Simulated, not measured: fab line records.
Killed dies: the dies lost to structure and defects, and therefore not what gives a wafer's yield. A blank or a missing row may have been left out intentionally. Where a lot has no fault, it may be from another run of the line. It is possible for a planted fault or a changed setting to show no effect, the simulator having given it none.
Which of the tools did it? | flow nandHarc | 23 lots, 69 wafers sampled, at 6 steps of a route of 1302

## WHAT THE GAUGES READ, wafer by wafer
Not one reading of a measure or inspect step in the record can be checked against a usual standard deviation.

## WHAT TOOL EACH LOT RAN ON (gives the tool, then ch and the chambers of the sampled wafers, and finally the start)
lot  | NHARC_A_STAIRCASE_ETCH_15                    | NHARC_A_STAIRCASE_TRIM_189                   | NHARC_A_STAIRCASE_TRIM_196        | NHARC_A_STAIRCASE_ETCH_221                   | NHARC_A_STAIRCASE_TRIM_229        | NHARC_A_STAIRCASE_ETCH_273
L074 | rieDiel-08 ch 0,2, day 15 17:14 or earlier   | rieDiel-12 ch 1,2,3, day 15 17:14 or earlier | rieDiel-11 ch 1,2,3, day 15 17:14 | rieDiel-11 ch 1,2, day 15 21:33 or earlier   | rieDiel-12 ch 0,1, day 15 21:33   | rieDiel-11 ch 0,2, no start
L075 | rieDiel-08 ch 1,2,3, day 16 11:03 or earlier | rieDiel-12 ch 0,1,2, day 16 11:03 or earlier | rieDiel-11 ch 0,3, day 16 11:03   | rieDiel-12 ch 0,1, day 16 15:32 or earlier   | rieDiel-12 ch 1,2,3, day 16 15:32 | rieDiel-08 ch 0,1,3, no start
L077 | rieDiel-11 ch 0,1, day 17 08:12 or earlier   | rieDiel-11 ch 2,3, day 17 08:12 or earlier   | rieDiel-11 ch 0,3, day 17 08:12   | rieDiel-12 ch 1,2, day 17 11:59 or earlier   | rieDiel-08 ch 0,1,3, day 17 11:59 | rieDiel-12 ch 0,2, no start
L076 | rieDiel-12 ch 0,1,3, day 17 05:17 or earlier | rieDiel-12 ch 0,1, day 17 05:17 or earlier   | rieDiel-12 ch 0,1,2, day 17 05:17 | rieDiel-12 ch 1,2,3, day 17 09:04 or earlier | rieDiel-08 ch 1,2,3, day 17 09:04 | rieDiel-11 ch 1,2,3, no start
L079 | rieDiel-12 ch 0,2,3, day 17 15:02 or earlier | rieDiel-12 ch 0,3, day 17 15:02 or earlier   | rieDiel-12 ch 2,3, day 17 15:02   | rieDiel-08 ch 1,2, day 17 18:46 or earlier   | rieDiel-08 ch 1,2, day 17 18:46   | rieDiel-11 ch 0,1,2, no start
L078 | rieDiel-08 ch 0,1, day 17 15:10 or earlier   | rieDiel-08 ch 0,2,3, day 17 15:10 or earlier | rieDiel-12 ch 0,2,3, day 17 15:10 | rieDiel-12 ch 1,2, day 17 19:02 or earlier   | rieDiel-12 ch 1,2, day 17 19:02   | rieDiel-12 ch 2,3, no start
L081 | rieDiel-12 ch 1,2,3, day 19 06:37 or earlier | rieDiel-12 ch 0,1,3, day 19 06:37 or earlier | rieDiel-12 ch 1,2,3, day 19 06:37 | rieDiel-08 ch 0,2,3, day 19 10:31 or earlier | rieDiel-08 ch 1,2,3, day 19 10:31 | rieDiel-08 ch 0,1,2, no start
L082 | rieDiel-08 ch 1,2, day 19 15:07 or earlier   | rieDiel-12 ch 1,2, day 19 15:07 or earlier   | rieDiel-12 ch 0,1,2, day 19 15:07 | rieDiel-11 ch 0,3, day 19 19:03 or earlier   | rieDiel-08 ch 0,2,3, day 19 19:03 | rieDiel-08 ch 0,1,2, no start
L083 | rieDiel-11 ch 1,2, day 20 00:35 or earlier   | rieDiel-11 ch 2,3, day 20 00:35 or earlier   | rieDiel-08 ch 0,1,3, day 20 00:35 | rieDiel-11 ch 0,3, day 20 04:32 or earlier   | rieDiel-08 ch 0,1, day 20 04:32   | rieDiel-11 ch 0,2,3, no start
L084 | rieDiel-11 ch 1,3, day 20 15:07 or earlier   | rieDiel-08 ch 0,3, day 20 15:07 or earlier   | rieDiel-08 ch 0,2,3, day 20 15:07 | rieDiel-08 ch 0,1, day 20 19:01 or earlier   | rieDiel-11 ch 0,1, day 20 19:01   | rieDiel-11 ch 1,3, no start
L085 | rieDiel-08 ch 0,1, day 20 15:29 or earlier   | rieDiel-08 ch 0,3, day 20 15:29 or earlier   | rieDiel-08 ch 0,1, day 20 15:29   | rieDiel-12 ch 0,1,2, day 20 19:27 or earlier | rieDiel-11 ch 0,2, day 20 19:27   | rieDiel-08 ch 0,2, no start
L086 | rieDiel-08 ch 0,2,3, day 21 00:50 or earlier | rieDiel-12 ch 0,1,2, day 21 00:50 or earlier | rieDiel-11 ch 1,3, day 21 00:50   | rieDiel-12 ch 0,1,3, day 21 04:53 or earlier | rieDiel-11 ch 0,1,3, day 21 04:53 | rieDiel-11 ch 0,1,3, no start
L087 | rieDiel-12 ch 0,2,3, day 21 19:38 or earlier | rieDiel-11 ch 0,1,2, day 21 19:38 or earlier | rieDiel-12 ch 2,3, day 21 19:38   | rieDiel-08 ch 2,3, day 21 23:53 or earlier   | rieDiel-12 ch 0,2, day 21 23:53   | rieDiel-08 ch 0,2, no start
L088 | rieDiel-12 ch 0,2, day 22 00:02 or earlier   | rieDiel-12 ch 0,2,3, day 22 00:02 or earlier | rieDiel-12 ch 0,2,3, day 22 00:02 | rieDiel-08 ch 2,3, day 22 06:26 or earlier   | rieDiel-12 ch 0,1, day 22 06:26   | rieDiel-11 ch 0,2, no start
L090 | rieDiel-08 ch 0,2,3, day 22 01:18 or earlier | rieDiel-12 ch 0,2, day 22 01:18 or earlier   | rieDiel-12 ch 0,2,3, day 22 01:18 | rieDiel-11 ch 0,2,3, day 22 06:47 or earlier | rieDiel-08 ch 0,2, day 22 06:47   | rieDiel-12 ch 1,3, no start
L089 | rieDiel-08 ch 0,2,3, day 22 08:22 or earlier | rieDiel-12 ch 0,1, day 22 08:22 or earlier   | rieDiel-12 ch 0,2,3, day 22 08:22 | rieDiel-08 ch 0,2, day 22 12:56 or earlier   | rieDiel-12 ch 0,1,3, day 22 12:56 | rieDiel-12 ch 0,1,3, no start
L091 | rieDiel-12 ch 0,1,3, day 22 14:58 or earlier | rieDiel-12 ch 0,3, day 22 14:58 or earlier   | rieDiel-12 ch 0,1, day 22 14:58   | rieDiel-11 ch 1,3, day 22 18:50 or earlier   | rieDiel-12 ch 1,2,3, day 22 18:50 | rieDiel-11 ch 1,2, no start
L092 | rieDiel-11 ch 0,3, day 23 12:41 or earlier   | rieDiel-12 ch 0,1, day 23 12:41 or earlier   | rieDiel-12 ch 0,2,3, day 23 12:41 | rieDiel-11 ch 0,1, day 23 16:24 or earlier   | rieDiel-08 ch 0,1,3, day 23 16:24 | rieDiel-11 ch 0,2, no start
L094 | rieDiel-12 ch 0,2,3, day 23 21:04 or earlier | rieDiel-12 ch 0,1,3, day 23 21:04 or earlier | rieDiel-11 ch 0,2,3, day 23 21:04 | rieDiel-11 ch 0,1,2, day 24 02:05 or earlier | rieDiel-11 ch 0,1,3, day 24 02:05 | rieDiel-12 ch 0,1,2, no start
L093 | rieDiel-11 ch 0,1,2, day 23 21:12 or earlier | rieDiel-11 ch 0,1,2, day 23 21:12 or earlier | rieDiel-11 ch 0,2,3, day 23 21:12 | rieDiel-11 ch 1,2,3, day 24 02:13 or earlier | rieDiel-11 ch 0,2,3, day 24 02:13 | rieDiel-08 ch 0,2,3, no start
L095 | rieDiel-08 ch 0,2,3, day 24 19:08 or earlier | rieDiel-12 ch 0,2,3, day 24 19:08 or earlier | rieDiel-12 ch 0,1,2, day 24 19:08 | rieDiel-08 ch 1,2,3, day 24 22:50 or earlier | rieDiel-12 ch 0,2,3, day 24 22:50 | rieDiel-12 ch 0,2,3, no start
L097 | rieDiel-08 ch 0,2,3, day 25 12:01 or earlier | rieDiel-12 ch 0,2,3, day 25 12:01 or earlier | rieDiel-08 ch 0,1,2, day 25 12:01 | rieDiel-08 ch 1,2,3, day 25 16:47 or earlier | rieDiel-12 ch 1,2,3, day 25 16:47 | rieDiel-11 ch 0,1,2, no start
L096 | rieDiel-08 ch 1,3, day 25 12:00 or earlier   | rieDiel-12 ch 0,1,2, day 25 12:00 or earlier | rieDiel-11 ch 0,1,2, day 25 12:00 | rieDiel-12 ch 1,3, day 25 16:15 or earlier   | rieDiel-08 ch 1,2,3, day 25 16:15 | rieDiel-12 ch 0,1,3, no start
- NHARC_A_STAIRCASE_ETCH_15: etches the open film in C4F8/O2, target depth 100 nm, time 40.5 s.
- NHARC_A_STAIRCASE_TRIM_189: chemistry O2, time 211.2 s.
- NHARC_A_STAIRCASE_TRIM_196: chemistry O2, time 211.2 s.
- NHARC_A_STAIRCASE_ETCH_221: etches the open film in C4F8/O2, target depth 100 nm, time 40.5 s.
- NHARC_A_STAIRCASE_TRIM_229: chemistry O2, time 211.2 s.
- NHARC_A_STAIRCASE_ETCH_273: etches the open film in C4F8/O2/Ar, target depth 10200 nm, time 2468.6 s.

## WHAT THE TOOLS THEMSELVES READ (means of the sampled wafers that have a number; where no wafer has one, the mark that the record gives instead)
NHARC_A_STAIRCASE_ETCH_15. Usual: oesProductAu 0.943 a.u., standard deviation 0.0092; rfVppV 895 V, standard deviation 6.5.
lot  | tool       | oesProductAu (a.u.) | rfVppV (V) | flag
L074 | rieDiel-08 | 0.952               | 902        | 
L075 | rieDiel-08 | 0.932               | 891        | 
L077 | rieDiel-11 | 0.956               | 898        | 
L076 | rieDiel-12 | 0.943               | 900        | 
L079 | rieDiel-12 | 0.939               | 895        | 
L078 | rieDiel-08 | 0.938               | 894        | 
L081 | rieDiel-12 | 0.932               | 897        | 
L082 | rieDiel-08 | 0.935               | 890        | 
L083 | rieDiel-11 | 0.946               | 902        | 
L084 | rieDiel-11 | 0.960               | 892        | 
L085 | rieDiel-08 | 0.952               | 899        | 
L086 | rieDiel-08 | 0.946               | 896        | 
L087 | rieDiel-12 | 0.954               | 894        | 
L088 | rieDiel-12 | 0.939               | 892        | 
L090 | rieDiel-08 | 0.942               | 895        | 
L089 | rieDiel-08 | 0.939               | 896        | 
L091 | rieDiel-12 | 0.941               | 900        | 
L092 | rieDiel-11 | 0.944               | 892        | 
L094 | rieDiel-12 | 0.946               | 895        | 
L093 | rieDiel-11 | 0.948               | 899        | 
L095 | rieDiel-08 | 0.945               | 896        | 
L097 | rieDiel-08 | 0.942               | 896        | 
L096 | rieDiel-08 | 0.931               | 894        | 

NHARC_A_STAIRCASE_TRIM_189. Usual: drypumpMotorCurrentA 5.9 A, standard deviation 0.42; o2FlowSccm 500.0 sccm, standard deviation 1.5; oesProductAu 0.998 a.u., standard deviation 0.0073; rfVppV 57.8 V, standard deviation 0.92; showerheadPlenumPTorr 3.54 Torr, standard deviation 0.17; throttleValvePct 17.036 %, standard deviation 0.0092.
lot  | tool       | drypumpMotorCurrentA (A) | o2FlowSccm (sccm) | oesProductAu (a.u.) | rfVppV (V) | showerheadPlenumPTorr (Torr) | throttleValvePct (%) | flag
L074 | rieDiel-12 | 6.0                      | 498.9             | 1.000               | 58.3       | 3.54                         | 17.036               | 
L075 | rieDiel-12 | 5.8                      | 500.1             | 0.999               | 58.3       | 3.61                         | 17.030               | 
L077 | rieDiel-11 | 6.1                      | 500.3             | 1.002               | 57.5       | 3.30                         | 17.032               | 
L076 | rieDiel-12 | 5.5                      | 500.1             | 1.003               | 58.2       | 3.75                         | 17.044               | 
L079 | rieDiel-12 | 5.9                      | 498.8             | 0.995               | 57.7       | 3.59                         | 17.048               | 
L078 | rieDiel-08 | 5.7                      | 499.4             | 1.003               | 58.3       | 3.55                         | 17.034               | 
L081 | rieDiel-12 | 5.8                      | 500.0             | 0.991               | 57.2       | 3.63                         | 17.044               | 
L082 | rieDiel-12 | 5.7                      | 499.7             | 0.990               | 58.8       | 3.63                         | 17.040               | 
L083 | rieDiel-11 | 6.1                      | 500.7             | 1.001               | 58.3       | 3.65                         | 17.042               | 
L084 | rieDiel-08 | 5.5                      | 500.0             | 1.001               | 57.7       | 3.47                         | 17.040               | 
L085 | rieDiel-08 | 5.6                      | 499.7             | 1.003               | 57.8       | 3.47                         | 17.038               | 
L086 | rieDiel-12 | 5.8                      | 500.4             | 1.000               | 58.4       | 3.59                         | 17.048               | 
L087 | rieDiel-11 | 5.8                      | 500.6             | 1.002               | 57.7       | 3.62                         | 17.040               | 
L088 | rieDiel-12 | 6.1                      | 500.8             | 1.000               | 57.0       | 3.48                         | 17.039               | 
L090 | rieDiel-12 | 6.1                      | 499.6             | 0.996               | 57.8       | 3.45                         | 17.031               | 
L089 | rieDiel-12 | 5.6                      | 500.4             | 0.999               | 58.1       | 3.68                         | 17.033               | 
L091 | rieDiel-12 | 5.9                      | 500.2             | 0.999               | 57.8       | 3.57                         | 17.032               | 
L092 | rieDiel-12 | 5.5                      | 499.8             | 1.002               | 58.3       | 3.72                         | 17.027               | 
L094 | rieDiel-12 | 5.8                      | 501.6             | 0.997               | 57.9       | 3.61                         | 17.030               | 
L093 | rieDiel-11 | 5.8                      | 501.3             | 0.997               | 57.8       | 3.61                         | 17.037               | 
L095 | rieDiel-12 | 6.1                      | 500.4             | 1.005               | 57.6       | 3.46                         | 17.041               | 
L097 | rieDiel-12 | 6.1                      | 499.5             | 0.994               | 57.7       | 3.46                         | 17.040               | 
L096 | rieDiel-12 | 5.8                      | 500.4             | 0.995               | 57.6       | 3.57                         | 17.031               | 

NHARC_A_STAIRCASE_TRIM_196. Usual: drypumpMotorCurrentA 5.8 A, standard deviation 0.44; o2FlowSccm 500.0 sccm, standard deviation 1.6; oesProductAu 1.000 a.u., standard deviation 0.0079; rfVppV 57.5 V, standard deviation 0.9; showerheadPlenumPTorr 3.51 Torr, standard deviation 0.17; throttleValvePct 17.036 %, standard deviation 0.0091.
lot  | tool       | drypumpMotorCurrentA (A) | o2FlowSccm (sccm) | oesProductAu (a.u.) | rfVppV (V) | showerheadPlenumPTorr (Torr) | throttleValvePct (%) | flag
L074 | rieDiel-11 | 5.7                      | 499.1             | 1.005               | 56.6       | 3.42                         | 17.034               | 
L075 | rieDiel-11 | 5.4                      | 498.7             | 1.000               | 57.3       | 3.39                         | 17.030               | 
L077 | rieDiel-11 | 5.5                      | 501.5             | 0.995               | 57.3       | 3.43                         | 17.034               | 
L076 | rieDiel-12 | 5.8                      | 500.8             | 0.995               | 57.4       | 3.60                         | 17.041               | 
L079 | rieDiel-12 | 6.3                      | 499.7             | 1.000               | 58.6       | 3.39                         | 17.040               | 
L078 | rieDiel-12 | 6.1                      | 500.5             | 1.004               | 57.6       | 3.49                         | 17.033               | 
L081 | rieDiel-12 | 6.0                      | 501.0             | 1.001               | 57.5       | 3.53                         | 17.035               | 
L082 | rieDiel-12 | 5.8                      | 500.5             | 0.992               | 57.5       | 3.59                         | 17.040               | 
L083 | rieDiel-08 | 5.5                      | 501.8             | 1.012               | 56.6       | 3.46                         | 17.035               | 
L084 | rieDiel-08 | 5.7                      | 498.9             | 1.008               | 58.0       | 3.54                         | 17.044               | 
L085 | rieDiel-08 | 5.1                      | 499.3             | 0.999               | 57.6       | 3.60                         | 17.037               | 
L086 | rieDiel-11 | 5.4                      | 500.9             | 1.006               | 56.9       | 3.52                         | 17.042               | 
L087 | rieDiel-12 | 6.3                      | 499.9             | 1.000               | 56.9       | 3.38                         | 17.029               | 
L088 | rieDiel-12 | 6.1                      | 500.6             | 0.993               | 57.1       | 3.48                         | 17.032               | 
L090 | rieDiel-12 | 6.1                      | 499.6             | 0.996               | 57.1       | 3.48                         | 17.041               | 
L089 | rieDiel-12 | 6.1                      | 501.0             | 1.004               | 57.1       | 3.47                         | 17.023               | 
L091 | rieDiel-12 | 5.6                      | 499.6             | 1.003               | 57.6       | 3.68                         | 17.038               | 
L092 | rieDiel-12 | 6.1                      | 500.4             | 1.002               | 57.3       | 3.47                         | 17.030               | 
L094 | rieDiel-11 | 5.8                      | 500.9             | 1.003               | 57.1       | 3.52                         | 17.024               | 
L093 | rieDiel-11 | 5.8                      | 498.7             | 0.996               | 58.0       | 3.52                         | 17.031               | 
L095 | rieDiel-12 | 5.8                      | 499.4             | 0.999               | 57.1       | 3.57                         | 17.042               | 
L097 | rieDiel-08 | 5.6                      | 501.6             | 1.012               | 57.6       | 3.68                         | 17.028               | 
L096 | rieDiel-11 | 5.8                      | 501.2             | 1.003               | 58.7       | 3.60                         | 17.038               | 

NHARC_A_STAIRCASE_ETCH_221. Usual: oesProductAu 0.940 a.u., standard deviation 0.013; rfVppV 896 V, standard deviation 6.6.
lot  | tool       | oesProductAu (a.u.) | rfVppV (V) | flag
L074 | rieDiel-11 | 0.937               | 891        | 
L075 | rieDiel-12 | 0.961               | 904        | 
L077 | rieDiel-12 | 0.939               | 900        | 
L076 | rieDiel-12 | 0.949               | 895        | 
L079 | rieDiel-08 | 0.953               | 890        | 
L078 | rieDiel-12 | 0.942               | 900        | 
L081 | rieDiel-08 | 0.944               | 896        | 
L082 | rieDiel-11 | 0.942               | 892        | 
L083 | rieDiel-11 | 0.954               | 890        | 
L084 | rieDiel-08 | 0.936               | 893        | 
L085 | rieDiel-12 | 0.955               | 898        | 
L086 | rieDiel-12 | 0.924               | 899        | 
L087 | rieDiel-08 | 0.932               | 890        | 
L088 | rieDiel-08 | 0.930               | 890        | 
L090 | rieDiel-11 | 0.954               | 896        | 
L089 | rieDiel-08 | 0.935               | 901        | 
L091 | rieDiel-11 | 0.925               | 891        | 
L092 | rieDiel-11 | 0.934               | 896        | 
L094 | rieDiel-11 | 0.932               | 899        | 
L093 | rieDiel-11 | 0.929               | 898        | 
L095 | rieDiel-08 | 0.943               | 897        | 
L097 | rieDiel-08 | 0.938               | 896        | 
L096 | rieDiel-12 | 0.933               | 896        | 

NHARC_A_STAIRCASE_TRIM_229. Usual: drypumpMotorCurrentA 5.8 A, standard deviation 0.48; o2FlowSccm 500.1 sccm, standard deviation 1.5; oesProductAu 1.001 a.u., standard deviation 0.0075; rfVppV 57.8 V, standard deviation 1; showerheadPlenumPTorr 3.53 Torr, standard deviation 0.18; throttleValvePct 17.036 %, standard deviation 0.0091.
lot  | tool       | drypumpMotorCurrentA (A) | o2FlowSccm (sccm) | oesProductAu (a.u.) | rfVppV (V) | showerheadPlenumPTorr (Torr) | throttleValvePct (%) | flag
L074 | rieDiel-12 | 5.6                      | 500.8             | 0.998               | 58.7       | 3.71                         | 17.048               | 
L075 | rieDiel-12 | 6.0                      | 498.7             | 0.990               | 58.4       | 3.54                         | 17.038               | 
L077 | rieDiel-08 | 5.5                      | 500.7             | 1.002               | 56.2       | 3.47                         | 17.040               | 
L076 | rieDiel-08 | 6.0                      | 501.5             | 1.006               | 57.7       | 3.39                         | 17.026               | 
L079 | rieDiel-08 | 6.1                      | 499.0             | 1.004               | 58.0       | 3.45                         | 17.032               | 
L078 | rieDiel-12 | 6.0                      | 499.2             | 0.992               | 58.6       | 3.50                         | 17.030               | 
L081 | rieDiel-08 | 6.0                      | 500.4             | 1.000               | 57.4       | 3.38                         | 17.030               | 
L082 | rieDiel-08 | 5.7                      | 500.0             | 1.003               | 58.0       | 3.54                         | 17.036               | 
L083 | rieDiel-08 | 5.1                      | 500.2             | 0.999               | 57.1       | 3.60                         | 17.028               | 
L084 | rieDiel-11 | 5.4                      | 499.4             | 1.000               | 58.5       | 3.56                         | 17.032               | 
L085 | rieDiel-11 | 6.1                      | 500.5             | 1.008               | 58.3       | 3.69                         | 17.042               | 
L086 | rieDiel-11 | 5.4                      | 500.5             | 0.999               | 57.7       | 3.46                         | 17.032               | 
L087 | rieDiel-12 | 6.1                      | 498.8             | 0.998               | 57.3       | 3.45                         | 17.033               | 
L088 | rieDiel-12 | 5.5                      | 501.7             | 1.001               | 58.2       | 3.73                         | 17.043               | 
L090 | rieDiel-08 | 5.4                      | 500.4             | 1.001               | 58.4       | 3.67                         | 17.045               | 
L089 | rieDiel-12 | 5.8                      | 500.1             | 0.997               | 58.0       | 3.62                         | 17.051               | 
L091 | rieDiel-12 | 6.0                      | 498.7             | 0.998               | 58.0       | 3.51                         | 17.025               | 
L092 | rieDiel-08 | 5.5                      | 498.9             | 1.004               | 58.0       | 3.45                         | 17.038               | 
L094 | rieDiel-11 | 5.5                      | 500.6             | 1.005               | 57.0       | 3.45                         | 17.030               | 
L093 | rieDiel-11 | 5.8                      | 500.0             | 1.004               | 57.6       | 3.51                         | 17.034               | 
L095 | rieDiel-12 | 6.1                      | 498.2             | 0.996               | 57.1       | 3.46                         | 17.030               | 
L097 | rieDiel-12 | 6.0                      | 500.1             | 1.011               | 57.2       | 3.50                         | 17.036               | 
L096 | rieDiel-08 | 6.0                      | 500.2             | 0.998               | 58.5       | 3.53                         | 17.038               | 

NHARC_A_STAIRCASE_ETCH_273. Usual: oesProductAu 0.935 a.u., standard deviation 0.011; rfVppV 1825 V, standard deviation 13.
lot  | tool       | oesProductAu (a.u.) | rfVppV (V) | flag
L074 | rieDiel-11 | 0.932               | 1818       | 
L075 | rieDiel-08 | 0.945               | 1823       | 
L077 | rieDiel-12 | 0.923               | 1829       | 
L076 | rieDiel-11 | 0.946               | 1819       | 
L079 | rieDiel-11 | 0.930               | 1821       | 
L078 | rieDiel-12 | 0.926               | 1819       | 
L081 | rieDiel-08 | 0.944               | 1826       | 
L082 | rieDiel-08 | 0.923               | 1826       | 
L083 | rieDiel-11 | 0.928               | 1827       | 
L084 | rieDiel-11 | 0.941               | 1818       | 
L085 | rieDiel-08 | 0.933               | 1831       | 
L086 | rieDiel-11 | 0.937               | 1822       | 
L087 | rieDiel-08 | 0.932               | 1832       | 
L088 | rieDiel-11 | 0.929               | 1837       | 
L090 | rieDiel-12 | 0.946               | 1829       | 
L089 | rieDiel-12 | 0.938               | 1833       | 
L091 | rieDiel-11 | 0.953               | 1836       | 
L092 | rieDiel-11 | 0.941               | 1829       | 
L094 | rieDiel-12 | 0.922               | 1830       | 
L093 | rieDiel-08 | 0.933               | 1826       | 
L095 | rieDiel-12 | 0.935               | 1823       | 
L097 | rieDiel-11 | 0.935               | 1833       | 
L096 | rieDiel-12 | 0.942               | 1832       | 

## THE ANSWER, worked out from the rows above alone
Rule: a lot counts as off when the mean over its wafers that have a number is more than 3 standard deviations away from the usual mean. A lot without any number at a reading at which 4 lots or more have one is off too. Where the step has rows for the other lots, those lots are counted as sound. Order of review: gauges by route order, followed by the tools' own readings, for which a lot's mean as printed above is used. At the first step where some lot is off, the reading lying furthest off is the one used; lots without a number count as furthest.
Across all readings shown, no lot is off: no conclusion can be drawn from this.

## WHAT THE SIMULATOR PUT IN
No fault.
